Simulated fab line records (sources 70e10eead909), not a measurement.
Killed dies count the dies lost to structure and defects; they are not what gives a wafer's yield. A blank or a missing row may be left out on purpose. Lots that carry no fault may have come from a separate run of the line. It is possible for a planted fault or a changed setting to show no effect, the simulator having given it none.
Struck lot and sound lot, side by side / flow nand-harc / 14 steps out of a route of 1159
Sound: the wafers L818.3, L818.4, L818.5. Struck: wafer L830.1 (L830.3, L830.6, from the same lot, were not struck and are left out); the cause is given at the end.
For every step that has rows: the tool of each side, followed by ch and its chambers, followed by its first start. Under that, the readings that differ: sound wafers / struck wafers / difference of the means / sigmas: that difference in standard deviations of wafers without a fault.
alike: words and numbers the same on both sides, and readings whose means are apart by under 2 such deviations; not compared: readings that were withheld, readings missing a value for some wafer, numbers with overlapping values and no deviation given by the record, and bounds like >300 which may hide the same value.
A row with sigmas, a row that says differs or no value, or rows on one side alone: a step with any of these is where the two part. Numbers that have no deviation but don't overlap get no sigmas and don't part them. A reading that every wafer of one side lacks parts them only if that side has two wafers or more.

first, 9 steps without rows for these wafers: NHARC_THIN_TSV_PVD_24 (deposits Al, target thk 800 nm); NHARC_THIN_TSV_DEHYDRATE_25 (time 120 s); NHARC_THIN_TSV_HMDS_26 (time 30 s); NHARC_THIN_TSV_COAT_27; NHARC_THIN_TSV_SOFTBAKE_28 (time 95 s); NHARC_THIN_TSV_EBR_29; NHARC_THIN_TSV_EXPOSE_30 (exposes mask PAD); NHARC_THIN_TSV_PEB_31 (peb time 85 s); NHARC_THIN_TSV_DEVELOP_32 (time 70 s).
NHARC_THIN_TSV_CD_MEAS_33: target cd 5000 nm.
  sound on cd-sem-01 ch 0, day 21 00:01; struck on cd-sem-02 ch 0, day 23 22:41
  alike: cd-nm
then, 1 step without rows for these wafers: NHARC_THIN_TSV_HARDBAKE_34 (time 80 s).
NHARC_THIN_TSV_DESCUM_35: chemistry O2, time 3 s.
  sound on rie-diel-06 ch 0,2, day 21 00:11; struck on rie-diel-07 ch 2, day 23 22:51
reading=throttle-valve-pct (%); sound=11.337 11.319 11.310; struck=11.290; difference=-0.032; sigmas=-3
  alike: drypump-motor-current-A, oes-product-au, rf-vpp-V, showerhead-plenum-p-Torr
  not compared: rf-hours-counter-h
NHARC_THIN_TSV_ETCH_59: etches the open film in Cl2/BCl3, target depth 880 nm, time 138.1 s.
  sound on rie-metal-03 ch 0,1, day 21 00:23; struck on rie-metal-03 ch 0, day 23 23:00
reading=rf-hours-counter-h (h); sound=- - -; struck=2.7; difference=no value on the sound wafers; sigmas=
reading=run-length-s (s); sound=159.1 159.2 159.1; struck=134.4; difference=-24.7; sigmas=-55
  alike: bcl3-flow-sccm, drypump-motor-current-A, oes-product-au, throttle-valve-pct
NHARC_THIN_TSV_ETCH_36: etches the open film in Cl2/BCl3, target depth 65 nm, time 18.571 s.
  sound on rie-metal-03 ch 0,1, day 21 00:35; struck on rie-metal-03 ch 0, day 23 23:14
reading=rf-hours-counter-h (h); sound=- - -; struck=2.9; difference=no value on the sound wafers; sigmas=
  alike: drypump-motor-current-A, oes-product-au, run-length-s

== WHERE THEY PART ==
First at NHARC_THIN_TSV_DESCUM_35; last, within this record, at NHARC_THIN_TSV_ETCH_36.

WHY: the cause the simulator had injected
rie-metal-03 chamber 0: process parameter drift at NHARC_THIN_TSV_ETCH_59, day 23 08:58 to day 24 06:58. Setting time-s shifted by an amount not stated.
